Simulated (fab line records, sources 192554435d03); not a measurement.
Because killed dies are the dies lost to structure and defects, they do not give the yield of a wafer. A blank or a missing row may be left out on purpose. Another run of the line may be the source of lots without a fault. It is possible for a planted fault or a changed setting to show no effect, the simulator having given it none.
Chamber matching ; flow n5Finfet ; cvdCo-02 running N5_BEOL_M3_CO_CAP_55: 3 sister chambers
The step material Co, precursor CCTBA/H2, target thk 2 nm, time 102.1 s. 6 wafers are shown with their chamber, then 12 later ones without.

WAFERS WITH THEIR CHAMBER
wafer;chamber;heaterPowerW (W)
L080.4;0;237
L080.5;1;214
L080.6;2;203
L083.1;0;247
L083.2;1;215
L083.3;2;202

WAFERS WHOSE CHAMBER IS MISSING
wafer;heaterPowerW (W)
L089.2;205
L089.3;211
L089.5;239
L092.1;243
L092.2;204
L092.5;247
L095.1;215
L095.4;236
L095.5;208
L097.1;218
L097.3;208
L097.5;202

WHICH CHAMBER EACH WENT THROUGH
wafer;from the rows above;in truth
L089.2;can't be placed: 2 or 1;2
L089.3;can't be placed: 1 or 2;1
L089.5;0;0
L092.1;0;0
L092.2;2;2
L092.5;0;0
L095.1;1;1
L095.4;0;0
L095.5;can't be placed: 2 or 1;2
L097.1;1;1
L097.3;can't be placed: 2 or 1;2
L097.5;2;2
Correct placement for 8 of the 12. Cannot be placed on the basis of these rows: 4; the candidates contain the true chamber in 4. 0 placed wrongly.
How it was worked out, from the rows above alone: a wafer's distance from a chamber is the root of the sum, over the readings, of the square of ((its reading less the chamber's mean) divided by the reading's scatter). The wafer belongs to the nearest chamber; if the next one is less than 2 further off, it can't be placed. A chamber's mean is the mean of its shown wafers. How the scatter is found: for the shown wafers, subtract from each reading the mean of its chamber, square and add these, divide the total by (wafers less chambers), then take the root.
